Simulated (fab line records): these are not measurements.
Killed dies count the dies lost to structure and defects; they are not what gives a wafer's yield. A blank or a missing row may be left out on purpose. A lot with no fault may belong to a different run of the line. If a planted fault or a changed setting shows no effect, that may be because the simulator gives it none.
fab line records	flow nandHarc
[record] lots = 12	wafers = 36	lastDay = 23
route steps=1159 shown P_ZERO_WELL@31 P_GATE@157 END@1159
lots untouched by any fault: they come from a run of this same line in which no faults occurred
startH: start of the lot's first displayed wafer, in hours after the record's first day	waitH: hours from the lot's prior step to this one	" as in the row above	L1.1+2: a single row standing in for several wafers	- no value, or no start was given	* or withheld: withheld	< > ~ a bound
route shown NAME@n: names a module that has steps shown in the file, with the first one's number in the route	usual: mean and standard deviation over wafers with no fault	same: alike in all rows	chamber/n: place in a boat	sites: each site's reading	_std_site: standard deviation across them	_edge_site: mean of outer sites minus mean of inner sites	radiusMm: how far each site lies from the wafer's centre	mask NAME#n: copy n	behind: the last tool/chamber to shape the wafer	hold: what put the lot on hold/how long, in hours/how the hold closed	device: which transistor (n, p or np) failed to switch	end of line: tests run on the same wafers once the route is complete	step lacking rows: just its recipe	killed: dies lost to structure and defects at the first sort, not the wafer's yield	map: per-die view of a wafer (x killed, . not killed, _ where there is no die)
set.NAME: setting as actually run; set.NAME@STEP: the setting as run at that earlier step	model.NAME: the simulator's own value behind a step, which no gauge read
a sample of lots followed through the steps of the route, with each step as a table and each wafer as a row
services: a tool's chamber out of use, with start hour (startH, from the record's first day; less than 0 if before it), hours out, and reason
[[steps]]
[step NHARC_P_ZERO_WELL_DESCUM_26]
[recipe] timeS = 3	o2FlowSccm = 200	arFlowSccm = 0	biasPowerW = 0	chemistry = O2
[usual] drypumpMotorCurrentA = 5.6/0.37	oesProductAu = 1.004/0.014	rfVppV = 58.1/0.91	showerheadPlenumPTorr = 1.97/0.075	throttleValvePct = 11.311/0.0091
lot.wafer	tool	chamber	startH	waitH	drypumpMotorCurrentA	oesProductAu	rfHoursCounterH	rfVppV	showerheadPlenumPTorr	throttleValvePct
L816.3	rieDiel-05	1	20.67	-	5.3	1.015	1.1	58.8	1.92	11.329
L816.2	"	3	"	"	6.2	1.017	1.2	58.3	2.03	11.330
L816.4	"	1	"	"	5.3	1.015	-	58.7	1.92	11.290
L817.2	rieDiel-10	3	27.05	-	5.3	1.017	2.0	57.1	1.86	11.304
L817.1	"	2	"	"	5.0	0.992	2.1	58.8	2.07	11.306
L817.6	"	3	"	"	5.3	1.009	-	57.3	1.86	11.303
L820.1	rieDiel-05	3	44.77	-	6.2	1.016	2.9	57.9	2.03	11.305
L820.2	"	0	"	"	5.6	1.004	3.5	58.2	2.07	11.330
L820.5	"	3	"	"	6.2	1.017	-	57.9	2.03	11.308
L822.2	rieDiel-05	3	56.51	-	6.2	1.016	3.3	57.4	2.03	11.313
L822.4	"	2	"	"	5.5	1.004	2.3	58.0	2.00	11.321
L822.5	"	3	"	"	6.2	1.010	-	59.6	2.03	11.311
L823.2	rieDiel-05	3	62.93	-	6.2	1.022	4.0	58.1	2.03	11.306
L823.5	"	0	"	"	5.7	0.993	-	58.2	2.07	11.320
L823.6	"	1	"	"	5.4	1.016	-	57.1	1.92	11.307
L824.2	rieDiel-10	2	68.74	-	4.9	0.974	4.6	58.1	2.07	11.317
L824.4	"	0	"	"	5.6	0.994	3.6	57.6	1.91	11.306
L824.3	"	1	"	"	5.4	0.990	3.5	56.8	1.89	11.296
L825.4	rieDiel-12	2	74.61	-	5.1	1.012	2.8	57.3	1.86	11.318
L825.1	"	3	"	"	5.6	0.974	3.3	57.0	1.86	11.315
L825.2	"	1	"	"	6.2	1.031	1.9	59.0	1.92	11.311
L826.2	rieDiel-05	2	80.76	-	5.5	0.991	4.8	59.1	2.00	11.301
L826.3	"	3	"	"	6.2	1.014	5.6	58.0	2.03	11.323
L826.1	"	1	"	"	5.3	1.024	6.2	57.2	1.92	11.313
L827.1	rieDiel-05	1	86.51	-	5.4	1.020	6.3	57.7	1.92	11.312
L827.3	"	3	"	"	6.2	1.020	5.7	57.5	2.03	11.309
L827.6	"	1	"	"	5.4	1.029	-	58.2	1.92	11.307
L828.1	rieDiel-12	1	92.81	-	6.2	1.016	2.5	58.5	1.92	11.313
L828.6	"	0	"	"	5.1	1.015	-	57.9	2.04	11.308
L828.4	"	1	"	"	6.2	1.029	-	58.9	1.92	11.300
L831.3	rieDiel-10	3	110.75	-	5.3	1.000	6.5	56.3	1.86	11.314
L831.1	"	0	"	"	5.5	0.996	5.6	56.9	1.91	11.313
L831.4	"	2	"	"	4.9	0.986	7.8	58.9	2.07	11.318
L838.2	rieDiel-12	0	152.63	-	5.1	1.015	9.2	57.9	2.04	11.303
L838.4	"	2	"	"	5.1	1.003	7.5	56.5	1.86	11.316
L838.5	"	0	"	"	5.1	1.010	-	59.4	2.04	11.306
[step NHARC_P_ZERO_WELL_EXPOSE_34]
[recipe] na = 0.6	targetCdNm = 720	doseMj = 22.31	maskId = P_PWELL
lot.wafer	tool	chamber	startH	waitH	mask
L816.2+3+4	krfScanner-01	0	21.88	-	P_PWELL#0
L817.1+2+6	krfScanner-03	0	28.36	-	P_PWELL#0
L820.1+2+5	krfScanner-04	0	46.09	-	P_PWELL#0
L822.2+4+5	krfScanner-03	0	57.97	-	P_PWELL#0
L823.2+5+6	krfScanner-01	0	64.23	-	P_PWELL#0
L824.2+3+4	krfScanner-03	0	70.07	-	P_PWELL#0
L825.1+2+4	krfScanner-01	0	75.93	-	P_PWELL#0
L826.1+2+3	krfScanner-01	0	81.96	-	P_PWELL#0
L827.1+3+6	krfScanner-04	0	87.89	-	P_PWELL#0
L828.1+4+6	krfScanner-04	0	94.02	-	P_PWELL#0
L831.1+3+4	krfScanner-03	0	112.09	-	P_HVPW#0
L838.2+4+5	krfScanner-01	0	153.83	-	P_PWELL#0
[step NHARC_P_ZERO_WELL_CD_MEAS_37]
[recipe] targetCdNm = 720	landingEnergyEv = 500
[usual] cdNm = 719.7/2.5
lot.wafer	tool	chamber	startH	waitH	cdNm
L816.2	cdSem-01	0	22.04	-	715.1
L816.3	"	0	"	"	719.5
L816.4	"	0	"	"	719.9
L817.1	cdSem-01	0	28.52	-	722.9
L817.2	"	0	"	"	722.0
L817.6	"	0	"	"	718.7
L820.1	cdSem-02	0	46.24	-	720.1
L820.2	"	0	"	"	721.7
L820.5	"	0	"	"	720.9
L822.2	cdSem-03	0	58.12	-	719.1
L822.4	"	0	"	"	719.8
L822.5	"	0	"	"	716.4
L823.2	cdSem-03	0	64.38	-	715.4
L823.5	"	0	"	"	716.8
L823.6	"	0	"	"	718.6
L824.2	cdSem-01	0	70.23	-	715.4
L824.3	"	0	"	"	720.9
L824.4	"	0	"	"	721.3
L825.1	cdSem-03	0	76.09	-	722.2
L825.2	"	0	"	"	723.9
L825.4	"	0	"	"	722.8
L826.1	cdSem-03	0	82.12	-	722.3
L826.2	"	0	"	"	723.5
L826.3	"	0	"	"	718.7
L827.1	cdSem-03	0	88.04	-	720.3
L827.3	"	0	"	"	720.4
L827.6	"	0	"	"	714.8
L828.1	cdSem-01	0	94.18	-	718.7
L828.4	"	0	"	"	714.8
L828.6	"	0	"	"	714.1
L831.1	cdSem-03	0	112.25	-	-
L831.3	"	0	"	"	-
L831.4	"	0	"	"	-
L838.2	cdSem-01	0	153.99	-	720.2
L838.4	"	0	"	"	720.5
L838.5	"	0	"	"	719.5
[step NHARC_P_ZERO_WELL_CD_MEAS_52]
[recipe] targetCdNm = 2000	landingEnergyEv = 500
[usual] cdNm = 2001.6/2.5
lot.wafer	tool	chamber	startH	waitH	cdNm
L816.2	cdSem-02	0	23.68	-	2002.3
L816.3	"	0	"	"	2001.2
L816.4	"	0	"	"	2004.4
L817.1	cdSem-02	0	30.16	-	2004.7
L817.2	"	0	"	"	2000.7
L817.6	"	0	"	"	1999.0
L820.1	cdSem-03	0	47.92	-	2002.9
L820.2	"	0	"	"	2005.6
L820.5	"	0	"	"	2003.6
L822.2	cdSem-01	0	59.76	-	2005.5
L822.4	"	0	"	"	2004.3
L822.5	"	0	"	"	2003.5
L823.2	cdSem-02	0	66.04	-	2001.4
L823.5	"	0	"	"	2000.1
L823.6	"	0	"	"	2004.9
L824.2	cdSem-01	0	71.74	-	1997.3
L824.3	"	0	"	"	2003.1
L824.4	"	0	"	"	2000.4
L825.1	cdSem-03	0	77.61	-	2004.6
L825.2	"	0	"	"	2003.8
L825.4	"	0	"	"	2000.9
L826.1	cdSem-01	0	83.76	-	1998.5
L826.2	"	0	"	"	2001.6
L826.3	"	0	"	"	1995.5
L827.1	cdSem-03	0	89.58	-	2000.5
L827.3	"	0	"	"	2002.3
L827.6	"	0	"	"	1999.1
L828.1	cdSem-01	0	95.73	-	2003.6
L828.4	"	0	"	"	2000.2
L828.6	"	0	"	"	2003.7
L831.1	cdSem-03	0	113.90	-	2001.7
L831.3	"	0	"	"	1998.2
L831.4	"	0	"	"	1998.0
L838.2	cdSem-02	0	155.50	-	2002.5
L838.4	"	0	"	"	2004.6
L838.5	"	0	"	"	2000.9
[step NHARC_P_GATE_STRIP_101]
[recipe] timeS = 20	o2FlowSccm = 500	arFlowSccm = 0	biasW = 0	chemistry = O2
[usual] drypumpMotorCurrentA = 5.72/0.24	oesProductAu = 1.000/0.01	rfVppV = 57.7/0.97	showerheadPlenumPTorr = 3.54/0.14	throttleValvePct = 17.036/0.0095
lot.wafer	tool	chamber	startH	waitH	drypumpMotorCurrentA	oesProductAu	rfHoursCounterH	rfVppV	showerheadPlenumPTorr	throttleValvePct
L816.3	rieDiel-08	1	104.77	0.1	5.92	1.011	25	59.7	3.69	17.026
L816.2	"	2	"	"	5.37	1.005	26	56.5	3.34	17.047
L816.4	"	3	"	"	5.99	1.014	26	56.7	3.47	17.026
L817.2	rieDiel-11	3	106.72	0.1	5.86	0.997	33	55.9	3.69	17.020
L817.1	"	2	"	"	5.59	1.002	29	56.7	3.45	17.034
L817.6	"	0	"	"	5.47	0.980	-	58.0	3.74	17.050
L820.2	rieDiel-11	1	129.01	1.5	5.82	1.012	39	56.4	3.48	17.031
L820.1	"	3	"	"	5.82	1.006	42	58.0	3.69	17.032
L820.5	"	2	"	"	5.61	0.993	-	59.2	3.44	17.033
L822.4	rieDiel-11	3	146.61	0.1	5.81	0.993	49	58.1	3.69	17.022
L822.2	"	0	"	"	5.46	0.990	49	57.0	3.73	17.016
L822.5	"	0	"	"	5.45	0.977	-	58.7	3.73	17.039
L823.2	rieDiel-11	2	147.35	0.1	5.61	0.995	47	58.4	3.44	17.039
L823.6	"	2	"	"	5.60	0.987	-	57.1	3.44	17.034
L823.5	"	3	"	"	5.82	0.997	-	57.4	3.69	17.037
L824.4	rieDiel-08	1	160.61	0.1	5.97	1.008	4	59.1	3.68	17.044
L824.3	"	2	"	"	5.30	0.996	5	57.1	3.34	17.036
L824.2	"	3	"	"	6.03	1.001	5	58.3	3.46	17.053
L825.2	rieDiel-01	0	161.29	0.1	5.39	0.992	4	56.7	3.61	17.025
L825.4	"	1	"	"	5.84	1.008	4	56.2	3.36	17.058
L825.1	"	2	"	"	5.81	1.011	5	59.6	3.73	17.022
L826.2	rieDiel-08	0	175.42	0.1	5.58	0.988	7	56.7	3.48	17.036
L826.1	"	2	"	"	5.35	0.979	8	58.6	3.33	17.043
L826.3	"	3	"	"	6.00	0.992	7	57.0	3.46	17.034
L828.1	rieDiel-08	1	175.58	0.1	5.91	1.007	7	57.8	3.68	17.041
L828.4	"	0	"	"	5.59	1.001	7	57.8	3.48	17.047
L828.6	"	2	"	"	5.37	0.993	-	57.6	3.33	17.046
L827.3	rieDiel-08	1	176.11	0.1	5.92	0.994	7	59.1	3.68	17.048
L827.1	"	3	"	"	5.98	0.995	7	56.9	3.46	17.046
L827.6	"	1	"	"	5.92	1.015	-	56.7	3.68	17.044
L838.4	rieDiel-01	3	233.66	0.1	6.06	1.014	33	56.9	3.60	17.029
L838.2	"	1	"	"	5.85	1.008	28	55.3	3.34	17.028
L838.5	"	3	"	"	6.11	0.994	-	58.4	3.60	17.034
[step NHARC_END_SORT_01]
[recipe] tempC = 25
[usual] killedAtArray = 27/9.9	killedAtOther = 0.5/0.76	killedAtPeriphery = 3.4/2.2	killedDies = 31/10	killedOpen = 3.3/2	killedShort = 2.0/1.5
[same] grossDies = 677
lot.wafer	tool	chamber	startH	waitH	killedAtArray	killedAtOther	killedAtPeriphery	killedDies	killedOpen	killedShort
L831.1	prober-01	0	531.27	2.5	28	0	649	677	0	1
L831.3	prober-01	0	532.89	3.1	25	1	651	677	0	0
L831.4	prober-01	0	533.70	3.4	34	0	643	677	3	2
// killed by level:class
L831.1 P_ZERO_WELL:areaExpose=646 A_CHANNEL_HOLE_D1:chamberFilmFlake=22 A_CONTACT:chamberFilmFlake=3 P_BONDPAD:chamberFilmFlake=2 A_WL_FILL:geometricParticle:short=1 P_STI:chamberFilmFlake=1 A_STAIRCASE:chamberFilmFlake=1 A_SLIT:chamberFilmFlake=1
L831.3 P_ZERO_WELL:areaExpose=648 A_CHANNEL_HOLE_D1:chamberFilmFlake=22 P_BONDPAD:chamberFilmFlake=2 A_CONTACT:chamberFilmFlake=2 P_M0:chamberFilmFlake=1 A_WL_FILL:chamberFilmFlake=1 THIN_TSV:chamberFilmFlake=1
L831.4 P_ZERO_WELL:areaExpose=641 A_CHANNEL_HOLE_D1:chamberFilmFlake=20 A_CONTACT:chamberFilmFlake=5 A_STAIRCASE:chamberFilmFlake=4 A_CONTACT:geometricParticle:open=2 A_ONON_D1:geometricParticle:short=1 A_M1:geometricParticle:short=1 A_M1:geometricParticle:open=1
[[services]]
tool	chamber	startH	hours	kind
rieDiel-10	-	-0.43	9.0	pm
rieDiel-10	1	9.52	7.0	repair
rieDiel-12	1	11.58	5.0	repair
rieDiel-11	-	12.50	9.0	pm
rieDiel-05	2	16.14	9.9	repair
krfScanner-01	-	16.58	2.8	repair
rieDiel-10	-	19.28	1.9	repair
rieDiel-08	3	23.95	3.3	repair
rieDiel-12	-	25.40	9.0	pm
rieDiel-08	0	31.64	7.2	repair
rieDiel-12	1	44.42	6.2	repair
rieDiel-11	2	58.84	3.0	repair
krfScanner-04	-	65.01	0.9	repair
krfScanner-01	-	84.00	4.0	pm
rieDiel-05	-	84.89	0.3	repair
krfScanner-03	-	117.77	0.5	repair
rieDiel-08	-	124.80	9.0	pm
rieDiel-05	-	163.60	9.0	pm
krfScanner-03	-	168.00	4.0	pm
rieDiel-08	-	182.51	0.4	repair
rieDiel-11	0	188.45	2.9	repair
rieDiel-11	-	189.50	9.0	pm
rieDiel-08	0	211.62	11.0	repair
krfScanner-01	-	220.35	4.2	repair
[[key]]
[firstSign] step = NHARC_P_ZERO_WELL_EXPOSE_34	reading = mask	direction = changed
[effect] step = NHARC_P_ZERO_WELL_CD_MEAS_37	reading = cdNm	direction = missing
[effect] step = NHARC_END_SORT_01	reading = killedAtPeriphery	direction = up	sigmas = 99+	usual = 3.4	struck = 647.7
[moreKillsBornAt] NHARC_P_ZERO_WELL_EXPOSE_34@krfScanner-03 = 1935
metAt NHARC_P_ZERO_WELL_EXPOSE_34
struckLots L831
laterRowsLeftOut L831.1,L831.3,L831.4
testerLeftOut L831
notActingAt NHARC_P_ZERO_WELL_DESCUM_26,NHARC_P_ZERO_WELL_CD_MEAS_52,NHARC_P_GATE_STRIP_101
onsetBetween 70.07 112.09
[fault] kind = wrongMask	tool = any	chamber = -	onsetH = 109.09	steps = NHARC_P_ZERO_WELL_EXPOSE_34	auxCopy = P_HVPW#0	scope = struckLotsOnly
// testerLeftOut: of these lots the tester's yield and bins aren't shown, on N5 and GAA mostly nor the transistor test; their killed dies are dies lost to structure and defects alone, not to doping, threshold or leakage, so they don't give the yield
// laterRowsLeftOut: the simulator's readings of these wafers behind a module that went badly wrong aren't trusted and aren't shown, but for the sort
